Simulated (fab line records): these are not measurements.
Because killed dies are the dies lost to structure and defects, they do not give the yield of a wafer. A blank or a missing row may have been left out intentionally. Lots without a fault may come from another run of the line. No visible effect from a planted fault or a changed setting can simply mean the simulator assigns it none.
Chamber matching -- flow n5Finfet -- rieSi-06 running N5_SD_EPI_P_SD_RECESS_17: 4 sister chambers
The step chemistry HBr/Cl2/O2, target depth 39.1 nm, bt time 3 s. 14 wafers are shown with their chamber, then 7 later ones without.

== EACH WAFER AND ITS CHAMBER ==
wafer,chamber,oes_o_777_au (a.u.),oesProductAu (a.u.),heBacksideLeakSccm (sccm)
L512.2,0,1.025,1.023,2.55
L512.5,3,0.971,0.993,3.16
L512.6,2,1.005,0.981,2.82
L515.3,0,1.034,1.029,2.51
L515.5,0,1.030,1.033,2.42
L515.6,1,1.012,1.010,2.75
L517.1,0,1.033,1.035,2.66
L517.3,2,1.003,0.981,2.71
L517.4,1,1.019,1.013,2.80
L518.3,0,1.037,1.030,2.51
L518.4,2,1.000,0.982,2.68
L518.6,0,1.034,1.033,2.63
L520.1,2,1.006,0.992,2.87
L520.2,0,1.032,1.032,2.43

SIGNATURES (means of the wafers above)
reading,chamber 0,chamber 1,chamber 2,chamber 3,scatter within a chamber
oes_o_777_au,1.03214,1.01550,1.00350,0.97100,0.00364
oesProductAu,1.03071,1.01150,0.98400,0.99300,0.00429
heBacksideLeakSccm,2.5300,2.7750,2.7700,3.1600,0.087
Rule: for a wafer and a chamber, the distance is found by dividing, reading by reading, the gap between the wafer's reading and the chamber's mean by the reading's scatter, squaring, summing and taking the root. If the next closest chamber is less than 2 further off than the closest, the wafer can't be placed; otherwise it belongs to the closest. The scatter: take each reading less its chamber's mean, square it, sum over the shown wafers, divide by the number of wafers less the number of chambers, and take the root.

== WAFERS MISSING THEIR CHAMBER ==
wafer,oes_o_777_au (a.u.),oesProductAu (a.u.),heBacksideLeakSccm (sccm)
L520.4,1.036,1.027,2.55
L522.2,1.008,0.990,2.76
L522.6,1.002,1.000,2.71
L524.1,1.014,0.994,2.68
L524.2,0.992,0.989,2.56
L526.4,1.004,0.995,2.49
L526.6,0.996,1.027,2.72

== WHICH CHAMBER EACH WENT THROUGH ==
wafer,from the rows above,in truth
L520.4,0,0
L522.2,2,2
L522.6,can't be placed: 2 or 1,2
L524.1,can't be placed: 2 or 1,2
L524.2,2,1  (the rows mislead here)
L526.4,can't be placed: 2 or 1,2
L526.6,1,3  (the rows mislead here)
Correctly placed: 2 of 7. These rows do not allow placing 3 (true chamber among the candidates in 3). 2 placed wrongly.
